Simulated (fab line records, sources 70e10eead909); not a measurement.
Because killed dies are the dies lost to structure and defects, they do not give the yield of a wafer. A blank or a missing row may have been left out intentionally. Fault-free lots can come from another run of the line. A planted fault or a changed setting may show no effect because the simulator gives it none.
fab line records || flow nand_harc || part 2 of 2: steps 33 to 37 of 37
[record] {"lots": 5, "wafers": 15, "last_day": 25}
route steps=1159 shown A_ONON_D1@433 A_CHANNEL_HOLE_D1@450
lots untouched by any fault: they come from a run of this same line in which no faults occurred
start_h: hours from the record's opening day to when the first of the lot's shown wafers began || wait_h: how many hours have passed since the lot's step before this one || " as in the row above || L1.1+2: one row covering several wafers at once || - no value, or no start given || * or withheld: withheld || < > ~ a bound
route shown NAME@n: a module of which the file shows steps, and the number in the route of the first || usual: mean/standard deviation of fault-free wafers || same: alike in all rows || chamber/n: place in a boat || sites: per-site readings || _std_site: how widely they spread, as a standard deviation || _edge_site: the outer-site mean with the inner-site mean subtracted || radius_mm: how far each site lies from the wafer's centre || mask NAME#n: copy n || behind: tool/chamber where the wafer was last shaped || hold: the reason the lot was held/the length of the hold in hours/how it ended || device: the transistor (n, p or np) that didn't switch || end of line: the same wafers' tests at the end of the route || for a step that has no rows: nothing shown but its recipe || killed: not the wafer's yield, but the dies lost to structure and defects at the first sort || map: the dies of a wafer, with x for killed, . for not killed, _ for no die there
set.NAME: the run value of the setting; set.NAME@STEP: its run value at that earlier step || model.NAME: the simulator's own value behind a step, which no gauge read
a table for each step, a row for each wafer; lots at some steps of the route
services: when a tool's chamber went out of use (start_h, in hours from the record's first day, below 0 if earlier), for how many hours, and the reason
[[steps]]
[step NHARC_A_CHANNEL_HOLE_D1_ETCH_39]
[recipe] {"target_depth_a": 2600, "over_etch_frac": 0.3, "time_s": 325, "ion_energy_ev": 200, "n2_flow_sccm": 150, "h2_flow_sccm": 150, "ar_flow_sccm": 0, "rf_w": 400, "bias_w": 150, "chemistry": "N2/H2"}
[usual] {"drypump_motor_current_A": "5.8/0.34", "oes_product_au": "0.996/0.01", "rf_vpp_V": "430.4/2.7", "showerhead_plenum_p_Torr": "2.04/0.098", "throttle_valve_pct": "14.171/0.0093"}
{"lot.wafer": "L077.1", "tool": "rie_diel-05", "chamber": 0, "start_h": "-", "wait_h": "-", "drypump_motor_current_A": 5.2, "oes_product_au": 0.990, "rf_hours_counter_h": 0, "rf_vpp_V": 432.7, "showerhead_plenum_p_Torr": 2.10, "throttle_valve_pct": 14.160}
{"lot.wafer": "L077.5", "tool": "rie_diel-05", "chamber": 2, "start_h": "-", "wait_h": "-", "drypump_motor_current_A": 5.5, "oes_product_au": 1.001, "rf_hours_counter_h": "-", "rf_vpp_V": 433.4, "showerhead_plenum_p_Torr": 2.15, "throttle_valve_pct": 14.178}
{"lot.wafer": "L077.6", "tool": "rie_diel-05", "chamber": 3, "start_h": "-", "wait_h": "-", "drypump_motor_current_A": 6.2, "oes_product_au": 0.981, "rf_hours_counter_h": "-", "rf_vpp_V": 429.1, "showerhead_plenum_p_Torr": 1.94, "throttle_valve_pct": 14.155}
{"lot.wafer": "L083.3", "tool": "rie_diel-05", "chamber": 1, "start_h": "-", "wait_h": "-", "drypump_motor_current_A": 5.7, "oes_product_au": 1.010, "rf_hours_counter_h": 4, "rf_vpp_V": 426.6, "showerhead_plenum_p_Torr": 1.91, "throttle_valve_pct": 14.168}
{"lot.wafer": "L083.1", "tool": "rie_diel-05", "chamber": 2, "start_h": "-", "wait_h": "-", "drypump_motor_current_A": 5.5, "oes_product_au": 0.979, "rf_hours_counter_h": 4, "rf_vpp_V": 434.1, "showerhead_plenum_p_Torr": 2.15, "throttle_valve_pct": 14.165}
{"lot.wafer": "L083.5", "tool": "rie_diel-05", "chamber": 0, "start_h": "-", "wait_h": "-", "drypump_motor_current_A": 5.2, "oes_product_au": 0.979, "rf_hours_counter_h": "-", "rf_vpp_V": 430.9, "showerhead_plenum_p_Torr": 2.10, "throttle_valve_pct": 14.176}
{"lot.wafer": "L089.4", "tool": "rie_diel-07", "chamber": 3, "start_h": "-", "wait_h": "-", "drypump_motor_current_A": 6.3, "oes_product_au": 1.005, "rf_hours_counter_h": 1, "rf_vpp_V": 430.0, "showerhead_plenum_p_Torr": 2.02, "throttle_valve_pct": 14.168}
{"lot.wafer": "L089.1", "tool": "rie_diel-07", "chamber": 0, "start_h": "-", "wait_h": "-", "drypump_motor_current_A": 5.6, "oes_product_au": 1.009, "rf_hours_counter_h": 1, "rf_vpp_V": 429.6, "showerhead_plenum_p_Torr": 2.05, "throttle_valve_pct": 14.163}
{"lot.wafer": "L089.5", "tool": "rie_diel-07", "chamber": 0, "start_h": "-", "wait_h": "-", "drypump_motor_current_A": 5.6, "oes_product_au": 1.018, "rf_hours_counter_h": "-", "rf_vpp_V": 430.7, "showerhead_plenum_p_Torr": 2.05, "throttle_valve_pct": 14.175}
{"lot.wafer": "L087.2", "tool": "rie_diel-05", "chamber": 2, "start_h": "-", "wait_h": "-", "drypump_motor_current_A": 5.5, "oes_product_au": 0.993, "rf_hours_counter_h": 7, "rf_vpp_V": 433.6, "showerhead_plenum_p_Torr": 2.15, "throttle_valve_pct": 14.178}
{"lot.wafer": "L087.4", "tool": "rie_diel-05", "chamber": 0, "start_h": "-", "wait_h": "-", "drypump_motor_current_A": 5.2, "oes_product_au": 0.983, "rf_hours_counter_h": 7, "rf_vpp_V": 431.1, "showerhead_plenum_p_Torr": 2.10, "throttle_valve_pct": 14.172}
{"lot.wafer": "L087.1", "tool": "rie_diel-05", "chamber": 1, "start_h": "-", "wait_h": "-", "drypump_motor_current_A": 5.6, "oes_product_au": 1.000, "rf_hours_counter_h": 7, "rf_vpp_V": 428.2, "showerhead_plenum_p_Torr": 1.91, "throttle_valve_pct": 14.175}
{"lot.wafer": "L097.1", "tool": "rie_diel-05", "chamber": 2, "start_h": "-", "wait_h": "-", "drypump_motor_current_A": 5.5, "oes_product_au": 0.996, "rf_hours_counter_h": 11, "rf_vpp_V": 433.4, "showerhead_plenum_p_Torr": 2.15, "throttle_valve_pct": 14.183}
{"lot.wafer": "L097.4", "tool": "rie_diel-05", "chamber": 3, "start_h": "-", "wait_h": "-", "drypump_motor_current_A": 6.1, "oes_product_au": 0.982, "rf_hours_counter_h": 11, "rf_vpp_V": 428.2, "showerhead_plenum_p_Torr": 1.94, "throttle_valve_pct": 14.173}
{"lot.wafer": "L097.5", "tool": "rie_diel-05", "chamber": 2, "start_h": "-", "wait_h": "-", "drypump_motor_current_A": 5.5, "oes_product_au": 0.994, "rf_hours_counter_h": "-", "rf_vpp_V": 433.2, "showerhead_plenum_p_Torr": 2.15, "throttle_valve_pct": 14.172}
[step NHARC_A_CHANNEL_HOLE_D1_ETCH_34]
[recipe] {"target_depth_a": 1540, "time_s": 77, "cf4_flow_sccm": 100, "chf3_flow_sccm": 30, "ar_flow_sccm": 0, "rf_w": 500, "bias_w": 200, "chemistry": "CF4/CHF3"}
[usual] {"cf4_flow_sccm": "100.01/0.29", "drypump_motor_current_A": "5.8/0.33", "oes_product_au": "0.946/0.022", "rf_vpp_V": "370.5/2.5", "showerhead_plenum_p_Torr": "1.57/0.07", "throttle_valve_pct": "16.801/0.01"}
{"lot.wafer": "L077.1", "tool": "rie_diel-05", "chamber": 0, "start_h": "-", "wait_h": "-", "cf4_flow_sccm": 99.45, "drypump_motor_current_A": 5.2, "oes_product_au": 0.959, "rf_hours_counter_h": 0, "rf_vpp_V": 371.5, "showerhead_plenum_p_Torr": 1.62, "throttle_valve_pct": 16.784}
{"lot.wafer": "L077.5", "tool": "rie_diel-05", "chamber": 0, "start_h": "-", "wait_h": "-", "cf4_flow_sccm": 99.81, "drypump_motor_current_A": 5.2, "oes_product_au": 0.954, "rf_hours_counter_h": "-", "rf_vpp_V": 372.3, "showerhead_plenum_p_Torr": 1.62, "throttle_valve_pct": 16.795}
{"lot.wafer": "L077.6", "tool": "rie_diel-05", "chamber": 1, "start_h": "-", "wait_h": "-", "cf4_flow_sccm": 100.01, "drypump_motor_current_A": 5.7, "oes_product_au": 0.985, "rf_hours_counter_h": "-", "rf_vpp_V": 367.0, "showerhead_plenum_p_Torr": 1.48, "throttle_valve_pct": 16.794}
{"lot.wafer": "L083.1", "tool": "rie_diel-05", "chamber": 1, "start_h": "-", "wait_h": "-", "cf4_flow_sccm": 100.09, "drypump_motor_current_A": 5.7, "oes_product_au": 0.981, "rf_hours_counter_h": 4, "rf_vpp_V": 366.6, "showerhead_plenum_p_Torr": 1.48, "throttle_valve_pct": 16.800}
{"lot.wafer": "L083.3", "tool": "rie_diel-05", "chamber": 3, "start_h": "-", "wait_h": "-", "cf4_flow_sccm": 100.27, "drypump_motor_current_A": 6.1, "oes_product_au": 0.938, "rf_hours_counter_h": 4, "rf_vpp_V": 368.8, "showerhead_plenum_p_Torr": 1.50, "throttle_valve_pct": 16.828}
{"lot.wafer": "L083.5", "tool": "rie_diel-05", "chamber": 0, "start_h": "-", "wait_h": "-", "cf4_flow_sccm": 99.92, "drypump_motor_current_A": 5.2, "oes_product_au": 0.957, "rf_hours_counter_h": "-", "rf_vpp_V": 371.3, "showerhead_plenum_p_Torr": 1.62, "throttle_valve_pct": 16.815}
{"lot.wafer": "L089.4", "tool": "rie_diel-07", "chamber": 2, "start_h": "-", "wait_h": "-", "cf4_flow_sccm": 99.88, "drypump_motor_current_A": 6.1, "oes_product_au": 0.984, "rf_hours_counter_h": 1, "rf_vpp_V": 371.8, "showerhead_plenum_p_Torr": 1.61, "throttle_valve_pct": 16.783}
{"lot.wafer": "L089.1", "tool": "rie_diel-07", "chamber": 3, "start_h": "-", "wait_h": "-", "cf4_flow_sccm": 100.24, "drypump_motor_current_A": 6.4, "oes_product_au": 0.961, "rf_hours_counter_h": 1, "rf_vpp_V": 370.5, "showerhead_plenum_p_Torr": 1.56, "throttle_valve_pct": 16.810}
{"lot.wafer": "L089.5", "tool": "rie_diel-07", "chamber": 3, "start_h": "-", "wait_h": "-", "cf4_flow_sccm": 100.53, "drypump_motor_current_A": 6.3, "oes_product_au": 0.966, "rf_hours_counter_h": "-", "rf_vpp_V": 369.1, "showerhead_plenum_p_Torr": 1.56, "throttle_valve_pct": 16.774}
{"lot.wafer": "L087.1", "tool": "rie_diel-05", "chamber": 2, "start_h": "-", "wait_h": "-", "cf4_flow_sccm": 99.13, "drypump_motor_current_A": 5.5, "oes_product_au": 0.968, "rf_hours_counter_h": 7, "rf_vpp_V": 373.0, "showerhead_plenum_p_Torr": 1.65, "throttle_valve_pct": 16.813}
{"lot.wafer": "L087.2", "tool": "rie_diel-05", "chamber": 3, "start_h": "-", "wait_h": "-", "cf4_flow_sccm": 99.71, "drypump_motor_current_A": 6.1, "oes_product_au": 0.951, "rf_hours_counter_h": 7, "rf_vpp_V": 367.2, "showerhead_plenum_p_Torr": 1.50, "throttle_valve_pct": 16.805}
{"lot.wafer": "L087.4", "tool": "rie_diel-05", "chamber": 0, "start_h": "-", "wait_h": "-", "cf4_flow_sccm": 99.65, "drypump_motor_current_A": 5.2, "oes_product_au": 0.963, "rf_hours_counter_h": 7, "rf_vpp_V": 372.5, "showerhead_plenum_p_Torr": 1.62, "throttle_valve_pct": 16.780}
{"lot.wafer": "L097.1", "tool": "rie_diel-05", "chamber": 0, "start_h": "-", "wait_h": "-", "cf4_flow_sccm": 99.94, "drypump_motor_current_A": 5.2, "oes_product_au": 0.924, "rf_hours_counter_h": 11, "rf_vpp_V": 372.0, "showerhead_plenum_p_Torr": 1.62, "throttle_valve_pct": 16.783}
{"lot.wafer": "L097.4", "tool": "rie_diel-05", "chamber": 2, "start_h": "-", "wait_h": "-", "cf4_flow_sccm": 99.97, "drypump_motor_current_A": 5.5, "oes_product_au": 0.911, "rf_hours_counter_h": 12, "rf_vpp_V": 373.3, "showerhead_plenum_p_Torr": 1.65, "throttle_valve_pct": 16.813}
{"lot.wafer": "L097.5", "tool": "rie_diel-05", "chamber": 1, "start_h": "-", "wait_h": "-", "cf4_flow_sccm": 99.84, "drypump_motor_current_A": 5.6, "oes_product_au": 0.912, "rf_hours_counter_h": "-", "rf_vpp_V": 367.1, "showerhead_plenum_p_Torr": 1.48, "throttle_valve_pct": 16.804}
[step NHARC_A_CHANNEL_HOLE_D1_ETCH_16]
[recipe] {"target_depth_a": 31000, "over_etch_frac": 0.3, "time_s": 806, "ion_energy_ev": 150, "o2_flow_sccm": 400, "cos_flow_sccm": 20, "ar_flow_sccm": 0, "rf_w": 500, "bias_w": 300, "chemistry": "O2/COS"}
[usual] {"cos_flow_sccm": "20.00/0.07", "drypump_motor_current_A": "5.8/0.33", "oes_product_au": "0.998/0.0097", "rf_vpp_V": "314.2/2", "showerhead_plenum_p_Torr": "3.12/0.14", "throttle_valve_pct": "28.330/0.009"}
{"lot.wafer": "L077.1", "tool": "rie_diel-05", "chamber": 2, "start_h": "-", "wait_h": "-", "cos_flow_sccm": 19.90, "drypump_motor_current_A": 5.5, "oes_product_au": 1.006, "rf_hours_counter_h": 1, "rf_vpp_V": 315.5, "showerhead_plenum_p_Torr": 3.28, "throttle_valve_pct": 28.320}
{"lot.wafer": "L077.6", "tool": "rie_diel-05", "chamber": 1, "start_h": "-", "wait_h": "-", "cos_flow_sccm": 19.91, "drypump_motor_current_A": 5.6, "oes_product_au": 1.006, "rf_hours_counter_h": "-", "rf_vpp_V": 312.0, "showerhead_plenum_p_Torr": 2.94, "throttle_valve_pct": 28.345}
{"lot.wafer": "L077.5", "tool": "rie_diel-05", "chamber": 2, "start_h": "-", "wait_h": "-", "cos_flow_sccm": 19.92, "drypump_motor_current_A": 5.5, "oes_product_au": 0.993, "rf_hours_counter_h": "-", "rf_vpp_V": 316.1, "showerhead_plenum_p_Torr": 3.28, "throttle_valve_pct": 28.344}
{"lot.wafer": "L083.3", "tool": "rie_diel-05", "chamber": 3, "start_h": "-", "wait_h": "-", "cos_flow_sccm": 19.97, "drypump_motor_current_A": 6.1, "oes_product_au": 0.987, "rf_hours_counter_h": 5, "rf_vpp_V": 310.6, "showerhead_plenum_p_Torr": 2.98, "throttle_valve_pct": 28.319}
{"lot.wafer": "L083.1", "tool": "rie_diel-05", "chamber": 0, "start_h": "-", "wait_h": "-", "cos_flow_sccm": 20.16, "drypump_motor_current_A": 5.2, "oes_product_au": 0.984, "rf_hours_counter_h": 4, "rf_vpp_V": 315.6, "showerhead_plenum_p_Torr": 3.21, "throttle_valve_pct": 28.317}
{"lot.wafer": "L083.5", "tool": "rie_diel-05", "chamber": 2, "start_h": "-", "wait_h": "-", "cos_flow_sccm": 19.94, "drypump_motor_current_A": 5.5, "oes_product_au": 0.997, "rf_hours_counter_h": "-", "rf_vpp_V": 316.6, "showerhead_plenum_p_Torr": 3.27, "throttle_valve_pct": 28.337}
{"lot.wafer": "L089.1", "tool": "rie_diel-07", "chamber": 2, "start_h": "-", "wait_h": "-", "cos_flow_sccm": 20.06, "drypump_motor_current_A": 6.1, "oes_product_au": 1.014, "rf_hours_counter_h": 2, "rf_vpp_V": 315.3, "showerhead_plenum_p_Torr": 3.20, "throttle_valve_pct": 28.340}
{"lot.wafer": "L089.4", "tool": "rie_diel-07", "chamber": 0, "start_h": "-", "wait_h": "-", "cos_flow_sccm": 19.85, "drypump_motor_current_A": 5.6, "oes_product_au": 1.017, "rf_hours_counter_h": 1, "rf_vpp_V": 315.1, "showerhead_plenum_p_Torr": 3.14, "throttle_valve_pct": 28.316}
{"lot.wafer": "L089.5", "tool": "rie_diel-07", "chamber": 2, "start_h": "-", "wait_h": "-", "cos_flow_sccm": 19.93, "drypump_motor_current_A": 6.1, "oes_product_au": 1.013, "rf_hours_counter_h": "-", "rf_vpp_V": 315.9, "showerhead_plenum_p_Torr": 3.20, "throttle_valve_pct": 28.342}
{"lot.wafer": "L087.1", "tool": "rie_diel-05", "chamber": 0, "start_h": "-", "wait_h": "-", "cos_flow_sccm": 19.97, "drypump_motor_current_A": 5.2, "oes_product_au": 0.993, "rf_hours_counter_h": 7, "rf_vpp_V": 316.7, "showerhead_plenum_p_Torr": 3.21, "throttle_valve_pct": 28.317}
{"lot.wafer": "L087.4", "tool": "rie_diel-05", "chamber": 1, "start_h": "-", "wait_h": "-", "cos_flow_sccm": 19.95, "drypump_motor_current_A": 5.7, "oes_product_au": 0.988, "rf_hours_counter_h": 7, "rf_vpp_V": 312.5, "showerhead_plenum_p_Torr": 2.94, "throttle_valve_pct": 28.329}
{"lot.wafer": "L087.2", "tool": "rie_diel-05", "chamber": 3, "start_h": "-", "wait_h": "-", "cos_flow_sccm": 20.09, "drypump_motor_current_A": 6.1, "oes_product_au": 0.997, "rf_hours_counter_h": 7, "rf_vpp_V": 311.6, "showerhead_plenum_p_Torr": 2.98, "throttle_valve_pct": 28.334}
{"lot.wafer": "L097.1", "tool": "rie_diel-05", "chamber": 0, "start_h": "-", "wait_h": "-", "cos_flow_sccm": 20.12, "drypump_motor_current_A": 5.2, "oes_product_au": 0.992, "rf_hours_counter_h": 12, "rf_vpp_V": 315.3, "showerhead_plenum_p_Torr": 3.21, "throttle_valve_pct": 28.344}
{"lot.wafer": "L097.4", "tool": "rie_diel-05", "chamber": 2, "start_h": "-", "wait_h": "-", "cos_flow_sccm": 19.88, "drypump_motor_current_A": 5.6, "oes_product_au": 1.001, "rf_hours_counter_h": 12, "rf_vpp_V": 315.7, "showerhead_plenum_p_Torr": 3.27, "throttle_valve_pct": 28.339}
{"lot.wafer": "L097.5", "tool": "rie_diel-05", "chamber": 0, "start_h": "-", "wait_h": "-", "cos_flow_sccm": 20.00, "drypump_motor_current_A": 5.3, "oes_product_au": 0.998, "rf_hours_counter_h": "-", "rf_vpp_V": 314.5, "showerhead_plenum_p_Torr": 3.21, "throttle_valve_pct": 28.326}
[step NHARC_A_CHANNEL_HOLE_D1_CD_MEAS_18]
[usual] {"cd_nm": "99.5/2.9"}
{"lot.wafer": "L077.1", "tool": "cd_sem-02", "chamber": "-", "start_h": 187.12, "wait_h": "-", "cd_nm": 98.6}
{"lot.wafer": "L077.5", "tool": "cd_sem-02", "chamber": "-", "start_h": 187.12, "wait_h": "-", "cd_nm": 100.6}
{"lot.wafer": "L077.6", "tool": "cd_sem-02", "chamber": "-", "start_h": 187.12, "wait_h": "-", "cd_nm": 96.4}
{"lot.wafer": "L083.1", "tool": "cd_sem-02", "chamber": "-", "start_h": 230.22, "wait_h": "-", "cd_nm": 99.1}
{"lot.wafer": "L083.3", "tool": "cd_sem-02", "chamber": "-", "start_h": 230.22, "wait_h": "-", "cd_nm": 103.6}
{"lot.wafer": "L083.5", "tool": "cd_sem-02", "chamber": "-", "start_h": 230.22, "wait_h": "-", "cd_nm": 100.3}
{"lot.wafer": "L089.1", "tool": "cd_sem-02", "chamber": "-", "start_h": 253.89, "wait_h": "-", "cd_nm": 99.2}
{"lot.wafer": "L089.4", "tool": "cd_sem-02", "chamber": "-", "start_h": 253.89, "wait_h": "-", "cd_nm": 100.0}
{"lot.wafer": "L089.5", "tool": "cd_sem-02", "chamber": "-", "start_h": 253.89, "wait_h": "-", "cd_nm": 101.9}
{"lot.wafer": "L087.1", "tool": "cd_sem-01", "chamber": "-", "start_h": 262.75, "wait_h": "-", "cd_nm": 102.1}
{"lot.wafer": "L087.2", "tool": "cd_sem-01", "chamber": "-", "start_h": 262.75, "wait_h": "-", "cd_nm": 99.7}
{"lot.wafer": "L087.4", "tool": "cd_sem-01", "chamber": "-", "start_h": 262.75, "wait_h": "-", "cd_nm": 93.7}
{"lot.wafer": "L097.1", "tool": "cd_sem-01", "chamber": "-", "start_h": 321.06, "wait_h": "-", "cd_nm": 99.5}
{"lot.wafer": "L097.4", "tool": "cd_sem-01", "chamber": "-", "start_h": 321.06, "wait_h": "-", "cd_nm": 101.7}
{"lot.wafer": "L097.5", "tool": "cd_sem-01", "chamber": "-", "start_h": 321.06, "wait_h": "-", "cd_nm": 103.6}
[step NHARC_A_CHANNEL_HOLE_D1_ETCH_19]
[recipe] {"bias_v": 1200, "source_w": 2500, "pressure_mtorr": 15, "time_s": 34.5, "ar_flow_sccm": 375, "c4f8_flow_sccm": 28.8, "o2_flow_sccm": 96.2, "temp_c": -20, "target_depth_a": "*", "chemistry": "C4F8/O2/Ar"}
[usual] {"drypump_motor_current_A": "6.02/0.26", "showerhead_plenum_p_Torr": "3.78/0.11", "throttle_valve_pct": "37.038/0.0091"}
{"lot.wafer": "L077.1", "tool": "har_etch-01", "chamber": 1, "start_h": 187.22, "wait_h": 0.1, "drypump_motor_current_A": 6.20, "rf_hours_counter_h": 187, "showerhead_plenum_p_Torr": 3.77, "throttle_valve_pct": 37.044}
{"lot.wafer": "L077.6", "tool": "har_etch-01", "chamber": 0, "start_h": 187.22, "wait_h": 0.1, "drypump_motor_current_A": 5.74, "rf_hours_counter_h": "-", "showerhead_plenum_p_Torr": 3.88, "throttle_valve_pct": 37.042}
{"lot.wafer": "L077.5", "tool": "har_etch-01", "chamber": 1, "start_h": 187.22, "wait_h": 0.1, "drypump_motor_current_A": 6.18, "rf_hours_counter_h": "-", "showerhead_plenum_p_Torr": 3.77, "throttle_valve_pct": 37.043}
{"lot.wafer": "L083.1", "tool": "har_etch-01", "chamber": 1, "start_h": 232.46, "wait_h": 2.2, "drypump_motor_current_A": 6.19, "rf_hours_counter_h": 208, "showerhead_plenum_p_Torr": 3.75, "throttle_valve_pct": 37.039}
{"lot.wafer": "L083.3", "tool": "har_etch-01", "chamber": 1, "start_h": 232.46, "wait_h": 2.2, "drypump_motor_current_A": 6.18, "rf_hours_counter_h": "-", "showerhead_plenum_p_Torr": 3.75, "throttle_valve_pct": 37.038}
{"lot.wafer": "L083.5", "tool": "har_etch-01", "chamber": 0, "start_h": 232.46, "wait_h": 2.2, "drypump_motor_current_A": 5.69, "rf_hours_counter_h": "-", "showerhead_plenum_p_Torr": 3.86, "throttle_valve_pct": 37.044}
{"lot.wafer": "L089.1", "tool": "har_etch-01", "chamber": 0, "start_h": 253.97, "wait_h": 0.1, "drypump_motor_current_A": 5.69, "rf_hours_counter_h": 217, "showerhead_plenum_p_Torr": 3.86, "throttle_valve_pct": 37.037}
{"lot.wafer": "L089.4", "tool": "har_etch-01", "chamber": 0, "start_h": 253.97, "wait_h": 0.1, "drypump_motor_current_A": 5.70, "rf_hours_counter_h": "-", "showerhead_plenum_p_Torr": 3.86, "throttle_valve_pct": 37.052}
{"lot.wafer": "L089.5", "tool": "har_etch-01", "chamber": 0, "start_h": 253.97, "wait_h": 0.1, "drypump_motor_current_A": 5.71, "rf_hours_counter_h": "-", "showerhead_plenum_p_Torr": 3.86, "throttle_valve_pct": 37.027}
{"lot.wafer": "L087.1", "tool": "har_etch-02", "chamber": 0, "start_h": 262.83, "wait_h": 0.1, "drypump_motor_current_A": 5.82, "rf_hours_counter_h": 142, "showerhead_plenum_p_Torr": 3.90, "throttle_valve_pct": 37.043}
{"lot.wafer": "L087.2", "tool": "har_etch-02", "chamber": 1, "start_h": 262.83, "wait_h": 0.1, "drypump_motor_current_A": 6.36, "rf_hours_counter_h": 142, "showerhead_plenum_p_Torr": 3.61, "throttle_valve_pct": 37.050}
{"lot.wafer": "L087.4", "tool": "har_etch-02", "chamber": 0, "start_h": 262.83, "wait_h": 0.1, "drypump_motor_current_A": 5.81, "rf_hours_counter_h": "-", "showerhead_plenum_p_Torr": 3.90, "throttle_valve_pct": 37.038}
{"lot.wafer": "L097.1", "tool": "har_etch-01", "chamber": 0, "start_h": 322.02, "wait_h": 1.0, "drypump_motor_current_A": 5.70, "rf_hours_counter_h": 0, "showerhead_plenum_p_Torr": 3.84, "throttle_valve_pct": 37.030}
{"lot.wafer": "L097.4", "tool": "har_etch-01", "chamber": 0, "start_h": 322.02, "wait_h": 1.0, "drypump_motor_current_A": 5.71, "rf_hours_counter_h": "-", "showerhead_plenum_p_Torr": 3.84, "throttle_valve_pct": 37.031}
{"lot.wafer": "L097.5", "tool": "har_etch-01", "chamber": 0, "start_h": 322.02, "wait_h": 1.0, "drypump_motor_current_A": 5.67, "rf_hours_counter_h": "-", "showerhead_plenum_p_Torr": 3.84, "throttle_valve_pct": 37.042}
[[services]]
{"tool": "pecvd_onon-03", "chamber": "-", "start_h": 153.00, "hours": 13.0, "kind": "pm"}
{"tool": "pecvd-02", "chamber": "-", "start_h": 153.25, "hours": 13.0, "kind": "pm"}
{"tool": "har_etch-01", "chamber": "-", "start_h": 156.15, "hours": 11.3, "kind": "repair"}
{"tool": "rie_diel-05", "chamber": "-", "start_h": 163.60, "hours": 9.0, "kind": "pm"}
{"tool": "arfi_scanner-01", "chamber": "-", "start_h": 175.37, "hours": 1.8, "kind": "repair"}
{"tool": "pecvd_onon-01", "chamber": "-", "start_h": 195.00, "hours": 13.0, "kind": "pm"}
{"tool": "pecvd-04", "chamber": "-", "start_h": 195.25, "hours": 13.0, "kind": "pm"}
{"tool": "arfi_scanner-03", "chamber": "-", "start_h": 195.65, "hours": 0.4, "kind": "repair"}
{"tool": "arfi_scanner-01", "chamber": "-", "start_h": 203.31, "hours": 4.0, "kind": "pm"}
{"tool": "rie_diel-07", "chamber": "-", "start_h": 228.23, "hours": 9.0, "kind": "pm"}
{"tool": "arfi_scanner-03", "chamber": "-", "start_h": 229.04, "hours": 1.7, "kind": "repair"}
{"tool": "arfi_scanner-01", "chamber": "-", "start_h": 232.29, "hours": 8.4, "kind": "repair"}
{"tool": "pecvd-01", "chamber": "-", "start_h": 237.24, "hours": 13.0, "kind": "pm"}
{"tool": "furnace-07", "chamber": "-", "start_h": 256.79, "hours": 1.0, "kind": "repair"}
{"tool": "litho_track-01", "chamber": "-", "start_h": 268.00, "hours": 7.0, "kind": "pm"}
{"tool": "litho_track-06", "chamber": "-", "start_h": 292.00, "hours": 7.0, "kind": "pm"}
{"tool": "pecvd_onon-02", "chamber": "-", "start_h": 292.25, "hours": 13.0, "kind": "pm"}
{"tool": "pecvd-03", "chamber": "-", "start_h": 292.59, "hours": 13.0, "kind": "pm"}
{"tool": "acl_dep-01", "chamber": "-", "start_h": 292.61, "hours": 13.0, "kind": "pm"}
{"tool": "arfi_scanner-03", "chamber": "-", "start_h": 295.27, "hours": 1.3, "kind": "repair"}
{"tool": "rie_diel-05", "chamber": 2, "start_h": 303.04, "hours": 4.6, "kind": "repair"}
{"tool": "har_etch-01", "chamber": "-", "start_h": 305.00, "hours": 17.0, "kind": "pm"}
{"tool": "arfi_scanner-03", "chamber": "-", "start_h": 312.00, "hours": 4.0, "kind": "pm"}
{"tool": "litho_track-04", "chamber": "-", "start_h": 316.00, "hours": 7.0, "kind": "pm"}
